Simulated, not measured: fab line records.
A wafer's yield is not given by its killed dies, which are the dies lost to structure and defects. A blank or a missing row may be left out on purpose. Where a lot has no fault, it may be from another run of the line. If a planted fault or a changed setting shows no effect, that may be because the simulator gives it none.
Matching of chambers :: flow n5_finfet :: 3 sister chambers for N5_FIN_SAQP_PECVD_06 on pecvd-03
The step deposits a-Si from SiH4/He, target thk 60 nm, time 48.1 s. 3 wafers are shown with their chamber, then 8 later ones without.

## WAFERS WITH THEIR CHAMBER
wafer: L081.3
chamber: 2
throttle_valve_pct (%): 16.6

wafer: L081.6
chamber: 0
throttle_valve_pct (%): 18.0

wafer: L089.2
chamber: 1
throttle_valve_pct (%): 18.1

## WAFERS WITHOUT THEIR CHAMBER
wafer: L089.4
throttle_valve_pct (%): 16.7

wafer: L089.5
throttle_valve_pct (%): 18.0

wafer: L094.3
throttle_valve_pct (%): 18.7

wafer: L094.5
throttle_valve_pct (%): 18.3

wafer: L094.6
throttle_valve_pct (%): 17.8

wafer: L095.1
throttle_valve_pct (%): 18.4

wafer: L095.3
throttle_valve_pct (%): 16.8

wafer: L095.6
throttle_valve_pct (%): 16.7

## EACH ONE'S CHAMBER
wafer: L089.4
from the rows above: 2
in truth: 2

wafer: L089.5
from the rows above: can't be placed: 0 or 1
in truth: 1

wafer: L094.3
from the rows above: can't be placed: 1 or 0
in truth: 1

wafer: L094.5
from the rows above: can't be placed: 1 or 0
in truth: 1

wafer: L094.6
from the rows above: can't be placed: 0 or 1
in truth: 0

wafer: L095.1
from the rows above: can't be placed: 1 or 0
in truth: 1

wafer: L095.3
from the rows above: 2
in truth: 2

wafer: L095.6
from the rows above: 2
in truth: 2
Correctly placed: 3 of 8. From these rows, 5 cannot be placed; in 5 the true chamber is one of the candidates. Number placed wrongly: 0.
How it was worked out, from the rows above alone: a wafer's distance from a chamber is the root of the sum, over the readings, of the square of ((its reading less the chamber's mean) divided by the reading's scatter). If the next closest chamber is less than 2 further off than the closest, the wafer can't be placed; otherwise it belongs to the closest. For every chamber, the mean is computed from those of its wafers that are shown. The scatter: with one shown wafer a chamber, the root of the mean of the squares of how far each hidden wafer lies from its nearest shown one.
